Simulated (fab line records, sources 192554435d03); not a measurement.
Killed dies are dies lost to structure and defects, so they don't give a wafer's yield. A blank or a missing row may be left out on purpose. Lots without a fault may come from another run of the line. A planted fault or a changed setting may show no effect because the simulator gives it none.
fab line records | flow n5_finfet
record lots=7 wafers=39
route steps=1938 shown ZERO_LAYER@4 FIN_SAQP@100 MOL_CONTACT_COAG@542 BEOL_M0_SAQP@640 BEOL_M1@794 BEOL_M4@1037
start_h: hours from the record's first day to the start of the lot's first wafer shown | wait_h: hours since the lot's step before | " the same as in the row above | L1.1+2: a row that stands for several wafers | - no value, or no start given | * or withheld: withheld | < > ~ a bound
route shown NAME@n: a module of which the file shows steps, and the number in the route of the first | usual: mean/standard deviation of fault-free wafers | same: alike in all rows | chamber/n: place in a boat | sites: the reading at each site | _std_site: their standard deviation | _edge_site: outer sites' mean less inner sites' | radius_mm: how far each site lies from the wafer's centre | mask NAME#n: copy n | behind: the tool/chamber that last shaped the wafer | hold: why the lot was held/for how many hours/how that ended | device: the transistor (n, p or np) that didn't switch | end of line: the same wafers' tests at the end of the route | a step without rows: its recipe alone | killed: dies lost to structure and defects at the first sort, not the wafer's yield | map: a wafer's dies, x killed, . not, _ none there
set.NAME: the setting as run; set.NAME@STEP: as run at that earlier step | model.NAME: the simulator's own value behind a step, which no gauge read
lots whose settings were changed on purpose; a table a step, a row a wafer
## steps
# step N5_ZERO_LAYER_PECVD_02
# recipe material=SiO2 target_thk_a=100 temp_c=400 precursor=SiH4/N2O pressure_torr=0.75 rf_w=275 time_s=6
# step N5_FIN_SAQP_PECVD_06
# recipe material=a-Si target_thk_a=600 temp_c=400 precursor=SiH4/He pressure_torr=3 rf_w=100 time_s=48.1
# step N5_MOL_CONTACT_COAG_PRECLEAN_111
# recipe chemistry=NF3:NH3 afs_cycles=1 temp_c=30 time_s=20 sublimation_temp_c=180 sublimation_time_s=60 pressure_torr=3 rf_power_w=30
# step N5_BEOL_M0_SAQP_HM_DEP_111
# recipe material=SiO2 target_thk_a=120 temp_c=400 precursor=SiH4/N2O pressure_torr=0.75 rf_w=275 time_s=7.2
# step N5_BEOL_M1_ETCH_70
# recipe chemistry=N2/H2 target=SOC target_depth_a=800 overetch_a=160 mask_material=SiARC temp_c=40 time_s=120 ion_energy_ev=200 pressure_mtorr=30 source_w=840 bias_w=150 n2_flow_sccm=200 h2_flow_sccm=200
# step N5_BEOL_M4_DESCUM_16
# recipe chemistry=O2 time_s=7 source_power_w=50 bias_power_w=20 pressure_mtorr=20 rf_frequency_hz=2.712e+07 temp_c=40 resist=CAR-EUV o2_flow_sccm=225
# step N5_BEOL_M4_SURFACE_TREAT_85
# recipe gas=Ar time_s=* ion_energy_ev=* ion_current_ma_cm2=0.5 pressure_mtorr=* ar_flow_sccm=30
# step N5_BEOL_M4_RC_MEAS_101
# usual CJ_N=4.35/0.1 IOFF_N_LONG=5.59e-05/2.4e-06 RS_PWELL=3015/24
# columns lot.wafer tool chamber start_h wait_h set.time_s@ZERO_LAYER_PECVD_02 set.time_s@FIN_SAQP_PECVD_06 set.time_s@MOL_CONTACT_COAG_PRECLEAN_111 set.target_thk_a@BEOL_M0_SAQP_HM_DEP_111 set.time_s@BEOL_M1_ETCH_70 set.time_s@BEOL_M4_DESCUM_16 set.time_s@BEOL_M4_SURFACE_TREAT_85 CJ_N IOFF_N_LONG[nA/um] RS_PWELL[ohm/sq]
L076.1 prober-01 0 166.20 0.0 6 21.31 20 120 120 7 * 4.41 5.88e-05 3035
L076.2 " 0 " " 6 48.1 20 120 54.54 8.354 * - - -
L076.3 " 0 " " 4.575 48.1 20 96.86 54.54 7 * - - -
L076.4 " 0 " " 4.575 48.1 20 120 120 7 * 4.27 5.85e-05 2987
L076.5 " 0 " " 6 21.31 20 96.86 54.54 8.354 * - - -
L076.6 " 0 " " 4.575 21.31 20 96.86 120 8.354 * 4.18 5.86e-05 2985
L079.1 prober-01 0 195.53 0.0 6 48.1 20 120 168.6 10.19 * 4.35 5.78e-05 3037
L079.2 " 0 " " 2.814 64.16 11.55 120 168.6 7 * 3.81 5.45e-05 2909
L079.3 " 0 " " 2.814 48.1 11.55 171.3 120 10.19 * 3.88 5.36e-05 2902
L079.4 " 0 " " 2.814 48.1 20 171.3 120 7 * 3.77 5.42e-05 2926
L079.5 " 0 " " 6 64.16 11.55 120 120 7 * 4.28 5.73e-05 2988
L079.6 " 0 " " 6 64.16 20 171.3 168.6 10.19 * 4.17 5.58e-05 2997
L091.2 prober-02 0 263.86 0.2 6 48.1 20 120 120 7 * 4.24 5.26e-05 2994
L091.4 " 0 " " 6 48.1 20 120 120 7 * 4.24 5.21e-05 2997
L091.5 " 0 " " 6 48.1 20 120 120 7 * 4.23 5.23e-05 2954
L092.1 prober-01 0 276.59 0.0 6 48.1 20 120 55.6 7 * - - -
L092.2 " 0 " " 6 22.46 20 81.3 120 7 * 4.40 5.71e-05 3015
L092.3 " 0 " " 6 48.1 20 81.3 120 3.613 * 4.43 5.82e-05 3056
L092.4 " 0 " " 6 22.46 20 120 55.6 3.613 * - - -
L092.5 " 0 " " 6 22.46 20 120 120 3.613 * 4.33 5.59e-05 2982
L092.6 " 0 " " 6 48.1 20 81.3 55.6 7 * - - -
L094.1 prober-01 0 285.94 0.0 6 48.1 20 120 81.33 10.16 * 4.49 5.35e-05 3024
L094.2 " 0 " " 6 35.5 20 120 120 10.16 * 4.34 5.3e-05 3040
L094.3 " 0 " " 4.515 48.1 20 120 81.33 7 * 4.23 5.27e-05 3008
L094.4 " 0 " " 4.515 48.1 20 120 120 7 * 4.21 5.3e-05 3017
L094.5 " 0 " " 4.515 35.5 20 120 81.33 10.16 * 4.21 5.18e-05 3000
L094.6 " 0 " " 6 35.5 20 120 120 7 * 4.43 5.36e-05 3061
L097.1 prober-01 0 304.57 0.0 6 31.81 20 120 120 10.78 * 4.36 5.65e-05 3023
L097.2 " 0 " " 6 48.1 20 120 120 7 * 4.24 5.58e-05 3024
L097.3 " 0 " " 6 31.81 20 120 154.9 7 * 4.29 5.68e-05 3061
L097.4 " 0 " " 6 48.1 20 120 154.9 7 * 4.18 5.56e-05 3035
L097.5 " 0 " " 6 48.1 20 120 154.9 10.78 * 4.21 5.6e-05 3036
L097.6 " 0 " " 6 31.81 20 120 120 10.78 * 4.30 5.59e-05 3022
L096.1 prober-01 0 320.78 0.0 6 48.1 23.65 120 120 7 * 4.39 5.5e-05 3014
L096.2 " 0 " " 6 31.84 23.65 80.54 120 5.845 * 4.37 5.47e-05 3039
L096.3 " 0 " " 6 31.84 20 80.54 120 5.845 * 4.27 5.48e-05 3045
L096.4 " 0 " " 6 31.84 23.65 120 186.7 7 * 4.38 5.45e-05 3051
L096.5 " 0 " " 6 48.1 20 120 186.7 5.845 * 4.38 5.48e-05 3018
L096.6 " 0 " " 6 48.1 20 80.54 186.7 7 * 4.37 5.53e-05 3035
## key
split step=N5_ZERO_LAYER_PECVD_02 setting=time_s stated_as=6
response step=N5_BEOL_M4_RC_MEAS_101 reading=CJ_N slope=+0.00835 per=1% together_with=all explained=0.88
response step=N5_BEOL_M4_RC_MEAS_101 reading=RS_PWELL slope=+1.45 per=1% together_with=all explained=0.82
response step=N5_BEOL_M4_RC_MEAS_101 reading=IOFF_N_LONG slope=+4.06e-08 per=1% together_with=all explained=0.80
split step=N5_FIN_SAQP_PECVD_06 setting=time_s stated_as=48.1
response none clear
split step=N5_MOL_CONTACT_COAG_PRECLEAN_111 setting=time_s stated_as=20
response none clear
split step=N5_BEOL_M0_SAQP_HM_DEP_111 setting=target_thk_a stated_as=120
response none clear
split step=N5_BEOL_M1_ETCH_70 setting=time_s stated_as=120
response none clear
split step=N5_BEOL_M4_DESCUM_16 setting=time_s stated_as=7
response none clear
split step=N5_BEOL_M4_SURFACE_TREAT_85 setting=time_s stated_as=*
response none clear
